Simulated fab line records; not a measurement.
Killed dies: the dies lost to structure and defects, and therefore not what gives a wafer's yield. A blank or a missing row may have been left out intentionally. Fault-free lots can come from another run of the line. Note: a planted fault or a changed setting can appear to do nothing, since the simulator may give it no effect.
Matching of chambers    flow n5 finfet    3 sister chambers for N5_BEOL_M9_CURE_72 on uv cure-01
The step cures SiCOH lowk, time 120 s. 22 wafers are shown with their chamber, then 11 later ones without.

WAFERS PAIRED WITH THEIR CHAMBERS
wafer   chamber  wafer_temp_C_max  lamp power pct (%)
L074.1  2        371.7             52.27
L074.2  2        372.0             52.38
L074.6  2        371.9             52.29
L075.1  2        372.6             52.39
L075.4  2        371.8             52.29
L075.5  2        372.6             52.23
L078.3  2        371.7             52.29
L078.5  2        372.2             52.40
L078.6  2        372.0             52.37
L079.2  0        371.6             52.42
L079.4  0        370.9             52.36
L079.5  0        372.1             52.37
L080.3  1        372.4             52.34
L080.5  1        372.4             52.35
L080.6  1        372.2             52.32
L086.1  0        371.3             52.33
L086.2  0        371.3             52.26
L086.3  0        371.7             52.26
L090.3  1        372.3             52.39
L090.5  1        372.7             52.36
L090.6  1        372.0             52.43
L091.2  2        371.5             52.31

SIGNATURES, as means of the wafers listed above
reading           chamber 0  chamber 1  chamber 2  scatter within a chamber
wafer_temp_C_max  371.483    372.333    372.000    0.353
lamp power pct    52.3333    52.3650    52.3220    0.0557
Rule: for each reading, subtract the chamber's mean from the wafer's reading, divide by that reading's scatter and square the result; add these up over the readings and take the root, which gives the wafer's distance from the chamber. If the next closest chamber is less than 2 further off than the closest, the wafer can't be placed; otherwise it belongs to the closest. The scatter: take each reading less its chamber's mean, square it, sum over the shown wafers, divide by the number of wafers less the number of chambers, and take the root.

WAFERS WITHOUT THEIR CHAMBER
wafer   wafer_temp_C_max  lamp power pct (%)
L091.4  372.2             52.27
L091.5  372.3             52.24
L095.3  372.4             52.24
L095.4  372.3             52.29
L095.5  371.9             52.36
L094.2  371.0             52.33
L094.3  371.0             52.20
L094.5  371.5             52.36
L097.1  371.4             52.30
L097.2  371.5             52.32
L097.3  371.9             52.36

EACH ONE'S CHAMBER
wafer   from the rows above           in truth
L091.4  can't be placed: 2 or 1 or 0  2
L091.5  can't be placed: 2 or 1 or 0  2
L095.3  can't be placed: 2 or 1 or 0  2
L095.4  can't be placed: 2 or 1 or 0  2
L095.5  can't be placed: 2 or 1 or 0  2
L094.2  can't be placed: 0 or 2       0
L094.3  can't be placed: 0 or 2       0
L094.5  can't be placed: 0 or 2 or 1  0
L097.1  can't be placed: 0 or 2       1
L097.2  can't be placed: 0 or 2       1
L097.3  can't be placed: 2 or 1 or 0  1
Correctly placed: 0 of 11. Unplaceable from these rows: 11, with the true chamber sitting among the candidates in 9. 0 placed wrongly.
